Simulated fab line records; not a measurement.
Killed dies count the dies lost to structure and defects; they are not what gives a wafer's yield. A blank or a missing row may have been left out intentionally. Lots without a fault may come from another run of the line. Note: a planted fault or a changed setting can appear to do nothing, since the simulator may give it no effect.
A struck lot beside a sound one :: flow n5_finfet :: 15 out of 1938 route steps
Sound: wafers L394.1, L394.2, L394.4. Struck: wafer L411.2 (left out: L411.4, L411.6 of the same lot, which were not struck); the cause appears at the end.
For every step that has rows: the tool of each side, followed by ch and its chambers, followed by its first start. Under that, the readings that differ: sound wafers :: struck wafers :: difference of the means :: sigmas: that difference in standard deviations of wafers without a fault.
alike: a reading whose means differ by less than 2 such deviations, as well as words and numbers matching on both sides. not compared: withheld readings; readings where some wafer has no value; bounds like >300 that might hide an equal value; numbers whose values overlap and for which the record gives no deviation.
Wherever a step has rows on one side only, a row that says differs or no value, or a row with sigmas, the two part there. Non-overlapping numbers with no deviation appear without sigmas and do not part them. A reading missing from all wafers of one side parts the sides only when that side holds two or more wafers.

first, 3 steps without rows for these wafers: N5_BEOL_M7_EXPOSE_08 (exposes mask M7); N5_BEOL_M7_PEB_09 (peb time 60 s); N5_BEOL_M7_DEVELOP_10 (develop time 30 s).
N5_BEOL_M7_CD_MEAS_11: the cd target is 38.5 nm.
  sound on cd_sem-02 ch 0, day 9 08:40; struck on cd_sem-01 ch 0, day 14 11:28
  alike: cd_nm
N5_BEOL_M7_OVL_MEAS_12:
  sound on overlay-01 ch 0, day 9 08:41; struck on overlay-02 ch 0, day 14 11:29
reading: M7_OVL (nm)
sound: 1.0 0.1 0.1
struck: -1.5
difference: -1.9
sigmas: -2
N5_BEOL_M7_INSPECT_13: inspects for defects (brightfield).
  sound on defect_inspect-02, day 9 08:43; struck on defect_inspect-02, day 14 11:31
  alike: raw_defect_count
N5_BEOL_M7_DESCUM_16: chemistry O2, time 7.9 s.
  sound on rie_diel-01 ch 1,2,3, day 9 08:45; struck on rie_diel-01 ch 0, day 14 12:06
reading: rf_hours_counter_h (h)
sound: 218 19 197
struck: 255
difference: +110
sigmas: 
  alike: chamber_pressure_mTorr, drypump_motor_current_A, oes_product_au, rf_vpp_V, showerhead_plenum_p_Torr, throttle_valve_pct
N5_BEOL_M7_ETCH_61: etches SiARC in CF4, target depth 45.5 nm, time 75.8 s.
  sound on rie_diel-01 ch 1,2,3, day 9 08:47; struck on rie_diel-01 ch 0, day 14 12:08
reading: rf_hours_counter_h (h)
sound: 218 19 197
struck: 255
difference: +110
sigmas: 

reading: rf_vpp_V (V)
sound: 184.0 184.0 185.1
struck: 181.6
difference: -2.8
sigmas: -2
  alike: chamber_pressure_mTorr, drypump_motor_current_A, etch_rf_on_time_s, oes_product_au, showerhead_plenum_p_Torr, throttle_valve_pct
N5_BEOL_M7_ETCH_62: etches SOC in N2/H2, target depth 110 nm, overetch 22 nm, time 165 s.
  sound on rie_diel-01 ch 1,2,3, day 9 08:50; struck on rie_diel-01 ch 0, day 14 12:11
reading: rf_hours_counter_h (h)
sound: 218 19 197
struck: 255
difference: +110
sigmas: 
  alike: chamber_pressure_mTorr, drypump_motor_current_A, oes_product_au, rf_vpp_V, showerhead_plenum_p_Torr, throttle_valve_pct
then, 1 step without rows for these wafers: N5_BEOL_M7_STRIP_68 (strips in N2/H2).
N5_BEOL_M7_STRIP_67: strips in CF4.
  sound on rie_diel-01 ch 1,2,3, day 9 08:59; struck on rie_diel-01 ch 0, day 14 12:20
reading: rf_hours_counter_h (h)
sound: 218 19 197
struck: 255
difference: +110
sigmas: 
  alike: chamber_pressure_mTorr, drypump_motor_current_A, oes_product_au, rf_vpp_V, showerhead_plenum_p_Torr, throttle_valve_pct
N5_BEOL_M7_HM_OPEN_17: chemistry Cl2/BCl3, target TiN, target depth 20 nm, overetch 6 nm.
  sound on rie_metal-03 ch 0,1, day 9 09:01; struck on rie_metal-03 ch 0, day 14 12:23
  alike: chamber_pressure_mTorr, drypump_motor_current_A, oes_product_au, throttle_valve_pct
  not compared: rf_hours_counter_h
N5_BEOL_M7_STRIP_19: strips in O2.
  sound on rie_diel-06 ch 0,3, day 9 09:08; struck on rie_diel-05 ch 3, day 14 12:30
reading: chamber_pressure_mTorr (mTorr)
sound: 30.00 29.98 29.98
struck: 20.97
difference: -9.02
sigmas: -99 or more

reading: oes_product_au (a.u.)
sound: 0.74 0.74 0.74
struck: 1.02
difference: +0.28
sigmas: +3
  alike: drypump_motor_current_A, rf_vpp_V, showerhead_plenum_p_Torr, throttle_valve_pct
  not compared: rf_hours_counter_h
N5_BEOL_M7_CD_MEAS_18: pitch 80 nm, target cd 40 nm.
  sound on cd_sem-03, day 9 09:12; struck on cd_sem-01, day 14 12:34
  alike: cd_nm
then, 1 step without rows for these wafers: N5_PASSIVATION_PROBE_49.

== WHERE THEY PART ==
Earliest at N5_BEOL_M7_OVL_MEAS_12; latest, in this record, at N5_BEOL_M7_STRIP_19. Later steps at which nothing parts them and some readings are alike: N5_BEOL_M7_CD_MEAS_18.

WHY: what had been put in by the simulator
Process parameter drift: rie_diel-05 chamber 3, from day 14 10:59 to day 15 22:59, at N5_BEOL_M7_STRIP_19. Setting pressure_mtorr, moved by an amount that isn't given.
